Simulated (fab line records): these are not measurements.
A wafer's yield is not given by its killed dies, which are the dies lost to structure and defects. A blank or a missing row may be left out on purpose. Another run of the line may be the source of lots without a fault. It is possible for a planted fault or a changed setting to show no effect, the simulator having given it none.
Comparing a struck lot with a sound one + flow nandHarc + 14 out of 1159 route steps
Sound: wafers L841.1, L841.3, L841.6. Wafers struck: L837.1, L837.2, L837.3. Last of all comes the cause.
Order at every step that has rows: each side's tool, ch and its chambers, its first start. Under that, the readings that differ: sound wafers + struck wafers + difference of the means + sigmas: that difference in standard deviations of wafers without a fault.
alike: a reading whose means differ by less than 2 such deviations, as well as words and numbers matching on both sides. not compared: withheld readings; readings where some wafer has no value; bounds like >300 that might hide an equal value; numbers whose values overlap and for which the record gives no deviation.
A row with sigmas, a row that says differs or no value, or rows on one side alone: a step with any of these is where the two part. Numbers that don't overlap but have no deviation are shown without sigmas and don't part them. Lack of a reading on every wafer of one side parts them only where that side has two or more wafers.

NHARC_P_CONTACT_INSPECT_14:
  sound on defectInspect-01 at day 8 21:54; struck on defectInspect-01 at day 8 14:15
  alike: rawDefectCount
NHARC_P_CONTACT_DESCUM_17: chemistry O2, time 3 s.
  sound on rieDiel-01 ch 0,2,3, day 8 21:59; struck on rieDiel-12 ch 0,2,3, day 8 14:19
  alike: drypumpMotorCurrentA, oesProductAu, rfVppV, showerheadPlenumPTorr, throttleValvePct
  not compared: rfHoursCounterH
NHARC_P_CONTACT_ETCH_35: etches the open film in CF4, target depth 39 nm, time 65 s.
  sound on rieDiel-01 ch 0,3, day 8 22:03; struck on rieDiel-12 ch 0,2,3, day 8 14:24
  alike: drypumpMotorCurrentA, oesProductAu, rfVppV, showerheadPlenumPTorr, throttleValvePct
  not compared: rfHoursCounterH
then, 4 steps without rows for these wafers: NHARC_P_CONTACT_ETCH_36 (etches the open film in N2/H2, target depth 260 nm, time 406.25 s); NHARC_P_CONTACT_ETCH_18 (etches the open film in C4F8/O2/Ar, target depth 481 nm, time 240.5 s); NHARC_P_CONTACT_STRIP_37 (strips in C4F8/O2/Ar); NHARC_P_CONTACT_ETCH_31 (etches the open film in CH3F/O2, target depth 30 nm, time 85.7 s).
NHARC_P_CONTACT_CD_MEAS_19:
  sound on cdSem-02 at day 8 22:50; struck on cdSem-01 at day 8 15:23
  alike: cdNm
NHARC_P_CONTACT_STRIP_28: strips in O2.
  sound on rieDiel-01 ch 0,1,3, day 8 22:56; struck on rieDiel-01 ch 0,2,3, day 8 15:28
  alike: drypumpMotorCurrentA, oesProductAu, rfVppV, showerheadPlenumPTorr, throttleValvePct
  not compared: rfHoursCounterH
then, 1 step without rows for these wafers: NHARC_P_CONTACT_STRIP_29 (strips in post etch residue remover, time 1200 s).
NHARC_P_CONTACT_DEGAS_38: time 60 s.
  sound on pvdSputter-02 at day 8 23:33; struck on pvdSputter-02 at day 8 16:07
  alike: heaterPowerW
then, 1 step without rows for these wafers: NHARC_P_CONTACT_PRE_CLEAN_39 (time 19.5 s).
NHARC_P_CONTACT_PVD_32: deposits Ti, target thk 5 nm, time 17.7 s.
  sound on pvdSputter-02 at day 8 23:45; struck on pvdSputter-02 at day 8 16:30
  alike: throttleValvePct
NHARC_P_CONTACT_ALD_22: deposits TiN, target thk 3 nm, pulse time 1 s, ald cycles 150.
  sound on aldMetal-04 ch 1,3, day 8 23:53; struck on aldMetal-01 ch 0,1,3, day 8 16:38
  alike: heaterPowerW, precursorPulseHeightRel

## WHERE THEY PART
Nowhere in this record.

WHY: the cause the simulator had injected
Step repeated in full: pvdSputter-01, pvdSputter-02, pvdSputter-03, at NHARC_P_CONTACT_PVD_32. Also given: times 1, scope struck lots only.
